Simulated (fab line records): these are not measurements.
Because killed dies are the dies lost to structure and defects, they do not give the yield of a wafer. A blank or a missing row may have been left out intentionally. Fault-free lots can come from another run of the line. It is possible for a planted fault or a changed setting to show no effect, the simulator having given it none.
Problem report in the 8D (eight disciplines) form, filled by code || flow nand harc || the parts of the form that need people (team, actions taken, sign-off) are left out

1. THE ISSUE
Wafers with no fault read 0.958 a.u. with a standard deviation of 0.024, whereas oes product au at NHARC_P_M1_ETCH_15 reads a mean of 0.847 a.u. on 1 wafer of 1 lot. That is -4.6 standard deviations from the usual mean.
The step: etches the open film in C4F8/Ar, target depth 182.5 nm, time 91.2 s.
First observed at day 13 08:08: wafer L788.3, on rie diel-06. At this step, 38 wafers from 13 lots have a number in the record. The rule behind "out" and "out of limits": a value lying over 4 standard deviations away from the usual mean. All remaining wafers that have a number are taken as sound.

2. WHAT THIS IS AND IS NOT
{"question": "which readings at this step", "is": "oes product au", "is not": "rf fwd power W, rf vpp V"}
{"question": "which lots", "is": "L788", "is not": "L771, L772, L774, L775, L776, L777, L779, L784, L787, L789, L790, L792"}
{"question": "which wafers of those lots", "is": "L788.3", "is not": "L788.1, L788.4"}
{"question": "read on which tools", "is": "rie diel-06", "is not": "rie diel-04, rie diel-09"}
{"question": "when", "is": "from day 13 08:08", "is not": "up to then (28 sound wafers); but 9 sound wafers of L789, L790, L792 came after"}

3. SUSPECTS, AND WHAT RULES EACH OUT
Counting: a tool at a process step up to the reading stays a suspect if it ran every lot that is out. Sound lots after the first of them don't rule it out here, since some wafers of a struck lot are sound.
- pecvd-04 at NHARC_P_M0_PRE_CLEAN_31 (time 12 s): kept. It processed L788, the lot that is out, at day 13 06:27, and its most recent sound lot before then was L787 at day 13 04:08.
- pecvd-04 at NHARC_P_M0_DEP_32 (deposits SiCN, target thk 30 nm): kept. It processed L788, the lot that is out, at day 13 06:32, and its most recent sound lot before then was L787 at day 13 04:17.
- rie diel-06 at NHARC_P_M1_DESCUM_14 (chemistry O2, time 3 s): kept. It processed L788, the lot that is out, at day 13 07:57, and its most recent sound lot before then was L787 at day 13 05:29.
- rie diel-06 at NHARC_P_M1_ETCH_15 (etches the open film in C4F8/Ar, target depth 182.5 nm, time 91.2 s): kept. It processed L788, the lot that is out, at day 13 08:08, and its most recent sound lot before then was L787 at day 13 05:40. On those wafers its own readings are out: oes product au.
- Within pecvd-04 at NHARC_P_M0_PRE_CLEAN_31: the wafers that are out ran in chamber 1; their sound lot-mates ran in chamber 0.
- Within pecvd-04 at NHARC_P_M0_DEP_32: the wafers that are out ran in chamber 1; their sound lot-mates ran in chamber 0.
- Within rie diel-06 at NHARC_P_M1_DESCUM_14: the wafers that are out ran in chamber 1; their sound lot-mates ran in chambers 0, 2.
- Within rie diel-06 at NHARC_P_M1_ETCH_15: the wafers that are out ran in chamber 0; their sound lot-mates ran in chambers 1, 3.
Left after counting: pecvd-04 at NHARC_P_M0_PRE_CLEAN_31, pecvd-04 at NHARC_P_M0_DEP_32, rie diel-06 at NHARC_P_M1_DESCUM_14, rie diel-06 at NHARC_P_M1_ETCH_15.

4. THE CAUSE (what the simulator had put in)
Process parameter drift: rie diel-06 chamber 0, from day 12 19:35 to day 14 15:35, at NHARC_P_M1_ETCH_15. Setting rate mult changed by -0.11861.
Of the 4 suspects that counting leaves, this tool is one.

5. SEQUENCE OF EFFECTS, ordered by route
Rows list readings where the struck wafers' mean (over those with a number) sits beyond 3 standard deviations from the usual. Only readings for which the record gives a usual standard deviation are gone through. hours: the time from each lot's start at the first step in this table that gives one to its start at this step, as a median over the lots. sigmas: the change in usual standard deviations.
{"hours": 0, "step": "NHARC_P_M1_ETCH_15", "reading": "oes product au", "usual": "0.958 a.u.", "on struck wafers": 0.847, "change": -0.111, "sigmas": -4.6}
Here are the process steps it includes:
- NHARC_P_M1_ETCH_15: etches the open film in C4F8/Ar, target depth 182.5 nm, time 91.2 s.

6. HOW IT WOULD HAVE BEEN CAUGHT EARLIER
First out-of-limits reading in this record: day 13 08:08, which is 13 hours after fault onset at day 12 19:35.
